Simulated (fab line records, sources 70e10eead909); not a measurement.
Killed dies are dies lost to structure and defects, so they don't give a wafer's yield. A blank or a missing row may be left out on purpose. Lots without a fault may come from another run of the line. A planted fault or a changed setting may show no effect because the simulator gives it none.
Chamber matching | flow nand_harc | NHARC_A_STAIRCASE_DESCUM_443 on rie_diel-06: 4 sister chambers
The step chemistry O2, time 3 s. 8 wafers are shown with their chamber, then 10 later ones without.

WAFERS WITH THEIR CHAMBER
wafer  | chamber | drypump_motor_current_A (A) | showerhead_plenum_p_Torr (Torr)
L081.5 | 3       | 4.8                         | 2.00
L081.2 | 0       | 5.6                         | 1.95
L081.4 | 1       | 5.6                         | 1.85
L086.1 | 3       | 4.8                         | 1.99
L086.2 | 2       | 5.5                         | 2.01
L086.5 | 2       | 5.5                         | 2.01
L088.1 | 1       | 5.7                         | 1.85
L088.3 | 0       | 5.6                         | 1.94

WAFERS WITHOUT THEIR CHAMBER
wafer  | drypump_motor_current_A (A) | showerhead_plenum_p_Torr (Torr)
L088.6 | 5.7                         | 1.85
L091.1 | 5.7                         | 1.85
L091.3 | 5.5                         | 2.00
L091.5 | 5.5                         | 2.00
L091.2 | 5.6                         | 1.94
L091.4 | 4.8                         | 1.99
L091.6 | 5.6                         | 1.85
L097.3 | 5.6                         | 1.94
L097.4 | 5.5                         | 2.00
L097.6 | 4.8                         | 1.99

WHICH CHAMBER EACH WENT THROUGH
wafer  | from the rows above | in truth
L088.6 | 1                   | 1
L091.1 | 1                   | 1
L091.3 | 2                   | 2
L091.5 | 2                   | 2
L091.2 | 0                   | 0
L091.4 | 3                   | 3
L091.6 | 1                   | 1
L097.3 | 0                   | 0
L097.4 | 2                   | 2
L097.6 | 3                   | 3
Placed correctly: 10 of 10. Can't be placed from these rows: 0. Placed wrongly: 0.
How it was worked out, from the rows above alone: a wafer's distance from a chamber is the root of the sum, over the readings, of the square of ((its reading less the chamber's mean) divided by the reading's scatter). The wafer belongs to the nearest chamber; if the next one is less than 2 further off, it can't be placed. A chamber's mean is the mean of its shown wafers. The scatter: the root of (the sum of the squares of (reading less its chamber's mean) over the shown wafers, divided by (wafers less chambers)).
